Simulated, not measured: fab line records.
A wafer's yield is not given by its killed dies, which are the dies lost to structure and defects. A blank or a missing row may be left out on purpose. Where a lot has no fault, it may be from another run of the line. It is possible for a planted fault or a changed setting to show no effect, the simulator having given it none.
fab line records | flow n5-finfet
record lots=10 wafers=29 last-day=19
route steps=1938 shown BEOL_M3@1015 BEOL_M4@1037 PASSIVATION@1936
lots untouched by any fault: they come from a run of this same line in which no faults occurred
start-h: the number of hours between the record's first day and the start of the first shown wafer of the lot | wait-h: hours since the lot's step before | " unchanged from the row above | L1.1+2: a row that stands for several wafers | - either no value or no given start | * or withheld: withheld | < > ~ a bound
route shown NAME@n: a module of which the file shows steps, and the number in the route of the first | usual: the fault-free wafers' mean and standard deviation | same: alike in all rows | chamber/n: place in a boat | sites: each site's reading | _std_site: standard deviation of those values | _edge_site: outer sites' mean less inner sites' | radius-mm: how far each site lies from the wafer's centre | mask NAME#n: copy n | behind: the tool/chamber that last shaped the wafer | hold: the reason the lot was held/the length of the hold in hours/how it ended | device: the n, p or np transistor that did not switch | end of line: the route-end tests of the same wafers | for a step that has no rows: nothing shown but its recipe | killed: at the first sort, the dies lost to defects and structure; wafer yield is something else | map: dies across one wafer; x = killed, . = not, _ = none there
set.NAME: the run value of the setting; set.NAME@STEP: its run value at that earlier step | model.NAME: the simulator's own value behind a step, which no gauge read
route steps across a sampled set of lots; one table per step, one row per wafer
services: from which hour (start-h, from the record's first day; less than 0 if before it) a tool's chamber was out of use, for how many hours, and why
## steps
# step N5_BEOL_M3_PRE_CLEAN_60
# recipe gas=NH3/H2 time-s=15 temp-c=* rf-power-w=300
# usual heater-power-outer-w=21/6.9 heater-power-w=87/18
# columns lot.wafer tool chamber start-h wait-h heater-power-outer-w heater-power-w
L515.4 cvd-co-02 2 193.25 0.1 21 87
L515.5 " 1 " " 19 91
L515.6 " 0 " " 31 129
L516.1 cvd-co-02 2 202.76 0.0 21 90
L516.2 " 0 " " 32 121
L516.6 " 0 " " 31 122
L517.3 cvd-co-02 1 207.78 0.0 19 94
L517.5 " 0 " " 32 124
L517.6 " 2 " " 21 88
L518.3 cvd-co-02 0 212.62 0.0 31 126
L518.4 " 2 " " 21 86
L518.6 " 1 " " 19 95
L523.1 cvd-co-01 2 248.45 0.0 19 71
L523.2 " 0 " " 11 69
L523.5 " 0 " " 11 71
L527.2 cvd-co-01 2 290.64 0.0 19 71
L527.6 " 2 " " 19 70
L530.3 cvd-co-01 0 306.69 0.2 11 71
L530.4 " 0 " " 11 70
L530.5 " 1 " " 27 94
L532.2 cvd-co-01 2 313.17 0.2 20 72
L532.3 " 0 " " 11 74
L532.5 " 2 " " 20 72
L533.1 cvd-co-01 2 315.54 0.0 20 69
L533.4 " 0 " " 11 72
L533.5 " 2 " " 19 69
L535.1 cvd-co-01 1 320.73 0.3 28 99
L535.4 " 2 " " 19 71
L535.6 " 0 " " 11 70
# step N5_BEOL_M3_INSPECT_59
# recipe inspect-instrument=darkfield mode=post-dep
# usual raw-defect-count=70/21
# columns lot.wafer tool chamber start-h wait-h raw-defect-count
L515.4 defect-inspect-01 - 193.48 0.0 62
L515.5 " - " " 88
L515.6 " - " " 100
L516.1 defect-inspect-02 - 203.01 0.0 77
L516.2 " - " " 46
L516.6 " - " " 53
L517.3 defect-inspect-01 - 208.03 0.0 72
L517.5 " - " " 52
L517.6 " - " " 61
L518.3 defect-inspect-01 - 212.87 0.0 92
L518.4 " - " " 41
L518.6 " - " " 49
L523.1 defect-inspect-02 - 248.69 0.0 78
L523.2 " - " " 74
L523.5 " - " " 71
L527.2 defect-inspect-02 - 290.89 0.0 73
L527.6 " - " " 57
L530.3 defect-inspect-01 - 306.94 0.0 28
L530.4 " - " " 23
L530.5 " - " " 65
L532.2 defect-inspect-02 - 313.42 0.0 139
L532.3 " - " " 76
L532.5 " - " " 80
L533.1 defect-inspect-02 - 315.79 0.0 119
L533.4 " - " " 67
L533.5 " - " " 109
L535.1 defect-inspect-01 - 320.99 0.0 50
L535.4 " - " " 52
L535.6 " - " " 55
# step N5_BEOL_M4_DESCUM_16
# recipe chemistry=O2 time-s=7 source-power-w=50 bias-power-w=20 pressure-mtorr=20 rf-frequency-hz=2.712e+07 temp-c=40 resist=CAR-EUV o2-flow-sccm=225
# usual drypump-motor-current-A=5.52/0.22 oes-product-au=0.77/0.068 rf-vpp-V=242.8/1.3 showerhead-plenum-p-Torr=2.08/0.066 throttle-valve-pct=20.41/0.25
# columns lot.wafer tool chamber start-h wait-h drypump-motor-current-A oes-product-au rf-hours-counter-h rf-vpp-V showerhead-plenum-p-Torr throttle-valve-pct
L515.4 rie-diel-06 1 196.41 0.0 5.87 0.79 91 244.6 2.11 19.94
L515.5 " 2 " " 5.27 0.71 - 242.6 2.08 20.22
L515.6 " 1 " " 5.87 0.78 - 243.7 2.11 19.93
L516.1 rie-diel-05 1 207.12 0.1 5.55 0.94 9 243.6 2.15 20.38
L516.2 " 2 " " 5.91 0.71 209 242.8 2.07 20.31
L516.6 " 2 " " 5.88 0.71 - 242.9 2.07 20.30
L517.3 rie-diel-06 2 209.64 0.0 5.28 0.72 203 243.1 2.08 20.22
L517.5 " 3 " " 5.34 0.78 - 243.4 2.10 20.58
L517.6 " 0 " " 5.54 0.74 - 241.9 1.99 20.65
L518.3 rie-diel-03 0 214.77 0.2 5.43 0.73 176 242.8 2.09 20.44
L518.4 " 2 " " 5.60 0.75 157 239.7 1.91 20.38
L518.6 " 1 " " 5.42 0.87 - 243.4 2.12 20.02
L523.1 rie-diel-05 1 251.45 0.1 5.52 0.91 22 244.5 2.14 20.40
L523.2 " 0 " " 5.11 0.73 191 242.4 2.17 20.80
L523.5 " 0 " " 5.11 0.73 - 245.4 2.17 20.79
L527.2 rie-diel-05 0 292.23 0.0 5.11 0.72 204 245.7 2.16 20.84
L527.6 " 2 " " 5.90 0.69 - 242.7 2.07 20.35
L530.3 rie-diel-05 3 308.26 0.0 5.59 0.85 76 243.7 2.12 20.36
L530.4 " 2 " " 5.90 0.69 - 240.8 2.06 20.36
L530.5 " 1 " " 5.50 0.88 - 242.4 2.13 20.41
L532.2 rie-diel-05 2 315.71 0.0 5.90 0.68 246 242.6 2.06 20.37
L532.3 " 1 " " 5.53 0.87 44 243.5 2.13 20.45
L532.5 " 1 " " 5.58 0.87 - 243.7 2.13 20.43
L533.1 rie-diel-06 1 317.19 0.3 5.88 0.75 140 243.8 2.09 20.01
L533.4 " 2 " " 5.29 0.69 - 243.2 2.07 20.29
L533.5 " 1 " " 5.85 0.75 - 243.0 2.09 20.01
L535.1 rie-diel-06 0 322.99 0.1 5.52 0.70 238 241.6 1.98 20.70
L535.4 " 2 " " 5.27 0.70 234 241.9 2.07 20.28
L535.6 " 3 " " 5.30 0.75 - 243.6 2.09 20.63
# step N5_BEOL_M4_ETCH_74
# recipe chemistry=N2/H2 target=underlayer target-depth-a=65 mask-material=CAR-EUV time-s=5.2 ion-energy-ev=200 pressure-mtorr=30 source-w=840 bias-w=150 n2-flow-sccm=200 h2-flow-sccm=200 ends=cleared
# usual drypump-motor-current-A=5.53/0.23 etch-rf-on-time-s=5.23/0.088 oes-product-au=0.66/0.058 rf-vpp-V=523.3/2.5 showerhead-plenum-p-Torr=2.52/0.078 throttle-valve-pct=17.83/0.2
# columns lot.wafer tool chamber start-h wait-h drypump-motor-current-A etch-rf-on-time-s oes-product-au rf-hours-counter-h rf-vpp-V showerhead-plenum-p-Torr throttle-valve-pct
L515.4 rie-diel-06 1 196.45 0.0 5.89 5.17 0.68 91 525.8 2.57 17.53
L515.5 " 2 " " 5.28 5.12 0.62 - 522.1 2.52 17.63
L515.6 " 1 " " 5.87 5.12 0.68 - 522.5 2.57 17.52
L516.1 rie-diel-05 1 207.15 0.0 5.60 5.09 0.81 9 525.1 2.60 17.82
L516.2 " 2 " " 5.95 5.37 0.60 209 523.8 2.52 17.69
L516.6 " 2 " " 5.94 5.42 0.60 - 522.6 2.52 17.69
L517.3 rie-diel-06 2 209.67 0.0 5.30 5.16 0.61 203 525.6 2.52 17.66
L517.5 " 3 " " 5.35 5.15 0.66 - 523.0 2.55 18.04
L517.6 " 0 " " 5.55 5.19 0.63 - 520.8 2.41 17.98
L518.3 rie-diel-03 0 214.80 0.0 5.45 5.34 0.61 176 524.9 2.54 17.78
L518.4 " 2 " " 5.61 5.32 0.62 157 517.4 2.33 17.86
L518.6 " 1 " " 5.47 5.19 0.74 - 524.9 2.57 17.49
L523.1 rie-diel-05 1 251.48 0.0 5.59 5.01 0.78 22 522.9 2.60 17.83
L523.2 " 0 " " 5.12 5.27 0.61 191 524.4 2.63 18.14
L523.5 " 0 " " 5.12 5.29 0.61 - 527.8 2.63 18.16
L527.2 rie-diel-05 0 292.26 0.0 5.10 7.02 0.52 204 527.5 2.62 18.16
L527.6 " 2 " " 5.90 5.34 0.58 - 523.6 2.51 17.74
L530.3 rie-diel-05 3 308.29 0.0 5.60 5.20 0.73 76 524.0 2.57 17.73
L530.4 " 2 " " 5.93 7.18 0.50 - 522.9 2.50 17.73
L530.5 " 1 " " 5.54 5.08 0.75 - 524.0 2.59 17.84
L532.2 rie-diel-05 2 315.75 0.0 5.89 7.23 0.51 246 522.1 2.50 17.71
L532.3 " 1 " " 5.54 5.06 0.75 44 526.0 2.59 17.85
L532.5 " 1 " " 5.56 5.06 0.75 - 524.3 2.59 17.91
L533.1 rie-diel-06 1 317.22 0.0 5.87 5.20 0.64 140 524.5 2.55 17.62
L533.4 " 2 " " 5.27 5.27 0.58 - 523.9 2.51 17.72
L533.5 " 1 " " 5.88 5.22 0.64 - 523.4 2.55 17.63
L535.1 rie-diel-06 0 323.02 0.0 5.55 5.23 0.60 238 520.0 2.39 18.09
L535.4 " 2 " " 5.30 5.18 0.60 234 524.0 2.51 17.74
L535.6 " 3 " " 5.33 5.23 0.63 - 524.8 2.54 18.10
# step N5_BEOL_M4_RC_MEAS_101
# usual DIBL_N=36.3/1.2 DIBL_P=36.3/1.4 IOFF_N=0.160/0.02 IOFF_P=0.210/0.025 ION_N=675/9.5 ION_P=462/7 SS_N=71.5/0.53 SS_P=73.4/0.55 VT_N=249.5/2.6 VT_P=-250.1/2.9
# columns lot.wafer tool chamber start-h wait-h DIBL_N[mV/V] DIBL_P[mV/V] IOFF_N[nA/um] IOFF_P[nA/um] ION_N[uA/um] ION_P[uA/um] SS_N[mV/dec] SS_P[mV/dec] VT_N[mV] VT_P[mV]
L515.4 prober-01 0 210.98 0.5 35.4 37.2 0.147 0.184 676 449 71.5 72.9 252.4 -253.0
L515.5 " 0 " " 35.3 36.7 0.145 0.182 670 456 71.5 73.2 252.5 -253.3
L515.6 " 0 " " 35.5 36.8 0.142 0.176 670 454 72.1 73.9 255.6 -251.6
L516.1 prober-01 0 216.87 0.0 37.5 36.8 0.145 0.188 653 450 71.6 73.6 254.1 -254.0
L516.2 " 0 " " 37.3 36.6 0.143 0.180 662 453 71.6 73.6 252.0 -252.6
L516.6 " 0 " " 39.3 38.2 0.168 0.201 665 455 72.5 73.5 250.0 -252.0
L517.3 prober-02 0 218.33 0.3 36.7 37.4 0.178 0.258 679 466 71.6 74.1 245.1 -243.4
L517.5 " 0 " " 36.0 36.1 0.155 0.236 667 460 71.6 73.8 250.2 -246.4
L517.6 " 0 " " 35.7 35.6 0.147 0.217 668 460 71.5 73.6 247.7 -246.2
L518.3 prober-01 0 221.34 0.3 37.9 36.3 0.179 0.211 692 467 71.9 73.8 249.8 -250.3
L518.4 " 0 " " 37.2 37.1 0.172 0.231 684 469 71.8 73.4 250.0 -247.6
L518.6 " 0 " " 36.4 35.5 0.152 0.203 677 462 72.2 73.8 251.3 -250.0
L523.1 prober-02 0 282.97 0.0 35.2 34.7 0.131 0.185 658 450 71.7 73.8 254.0 -251.0
L523.2 " 0 " " 35.2 36.1 0.147 0.210 684 468 70.9 73.9 251.6 -248.5
L523.5 " 0 " " 36.1 36.3 0.147 0.188 664 453 71.8 73.7 252.1 -253.5
L527.2 prober-01 0 317.37 0.2 35.2 36.0 0.150 0.186 678 459 72.1 72.6 249.7 -253.6
L527.6 " 0 " " 37.0 38.2 0.183 0.222 688 469 72.0 74.2 247.0 -250.8
L532.2 prober-01 0 334.53 0.2 35.8 36.4 0.172 0.200 682 461 70.8 73.0 246.2 -253.4
L532.3 " 0 " " 35.5 34.8 0.154 0.179 676 458 71.4 73.1 247.9 -254.3
L532.5 " 0 " " 34.8 34.7 0.147 0.184 677 464 70.5 72.1 250.8 -251.8
L530.3 prober-02 0 338.46 0.3 36.9 37.5 0.162 0.215 668 463 71.9 73.5 250.5 -248.9
L530.4 " 0 " " 39.5 40.0 0.206 0.265 685 464 71.7 74.6 248.3 -246.1
L530.5 " 0 " " 38.2 38.9 0.186 0.236 674 457 71.6 74.7 249.9 -248.1
L533.1 prober-01 0 344.62 0.0 36.0 36.6 0.165 0.215 682 462 71.3 73.0 247.6 -251.8
L533.4 " 0 " " 35.2 35.6 0.144 0.190 674 462 70.7 73.1 250.9 -250.1
L533.5 " 0 " " 35.2 35.0 0.141 0.183 679 466 71.6 73.3 252.5 -251.1
L535.1 prober-01 0 356.00 0.0 33.8 35.9 0.157 0.187 675 459 70.8 73.3 248.4 -252.7
L535.4 " 0 " " 35.6 36.3 0.190 0.194 668 452 71.2 73.7 248.9 -254.3
L535.6 " 0 " " 36.2 37.2 0.183 0.204 668 452 71.7 74.0 250.5 -252.4
# step N5_PASSIVATION_PROBE_49
# usual defect-limited-yield=90.9/1.3 killed_at_M0_to_M3=36/11 killed_at_M4_up=13/5.1 killed-at-contacts=14/4.9 killed-at-front-end=41/10 killed-at-other=3.4/2.6 killed-dies=107/16 killed-open=70/11 killed-short=36/7.8 sort_bin_5_function=5.4/0.84 sort_bin_6_memory=3.4/0.67 sort-n-pass=1073/16 sort-yield-pct=90.9/1.3
# same gross-dies=1180 killed-at-back-side=0 sort_bin_4_leakage[%]=0 sort_bin_8_speed[%]=0
# columns lot.wafer tool chamber start-h wait-h defect-limited-yield[%] killed_at_M0_to_M3 killed_at_M4_up killed-at-contacts killed-at-front-end killed-at-other killed-dies killed-open killed-short sort_bin_5_function[%] sort_bin_6_memory[%] sort-n-pass sort-yield-pct[%]
L527.2 prober-02 - 423.79 0.1 89.4 41 25 24 30 5 125 80 43 6.4 3.6 1055 89.4
L527.6 prober-02 - 423.99 0.3 90.4 44 24 12 24 9 113 65 42 5.3 3.3 1067 90.4
# killed by level:class
L527.2 MOL_CONTACT_COAG:geometric-particle:open=21 BEOL_M0_SAQP:geometric-particle:short=15 BEOL_M0_SAQP:geometric-particle:open=10 STI_FIN_REVEAL:geometric-particle:open=8 BEOL_M4:geometric-particle:open=6 BEOL_M1:geometric-particle:open=5 BEOL_M2:geometric-particle:open=5 FIN_SAQP:geometric-particle:short=4
L527.6 BEOL_M0_SAQP:geometric-particle:short=13 BEOL_M0_SAQP:geometric-particle:open=13 BEOL_M2:geometric-particle:open=8 BEOL_M5:geometric-particle:open=8 MOL_CONTACT_COAG:geometric-particle:open=7 BEOL_M5:geometric-particle:short=6 MOL_CONTACT_COAG:geometric-particle:short=5 HKMG_FIN:area-etch=5
## services
# columns tool chamber start-h hours kind
rie-diel-05 2 191.71 1.3 repair
cvd-co-01 0 258.76 11.8 repair
rie-diel-06 2 285.04 20.5 repair
rie-diel-03 1 290.99 9.8 repair
rie-diel-05 0 297.70 19.9 repair
rie-diel-06 0 300.01 1.3 repair
rie-diel-06 3 303.75 16.3 repair
cvd-co-02 - 305.14 28.1 pm
rie-diel-06 2 311.68 4.3 repair
rie-diel-06 - 315.30 0.9 repair
## key
first-sign step=N5_BEOL_M4_ETCH_74 reading=etch-rf-on-time-s direction=up sigmas=22 usual=* struck=*
effect none on later readings
met-at N5_BEOL_M4_ETCH_74
struck-lots L527,L530,L532
struck-wafers L527.2,L530.4,L532.2
not-acting-at N5_BEOL_M3_PRE_CLEAN_60,N5_BEOL_M3_INSPECT_59,N5_BEOL_M4_DESCUM_16
onset-between 251.48 292.26
fault kind=process-parameter-drift tool=rie-diel-05 chamber=- onset-h=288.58 steps=N5_BEOL_M4_ETCH_74 channel=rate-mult offset=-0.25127 shape=step end-h=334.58 scope=struck-wafers-only
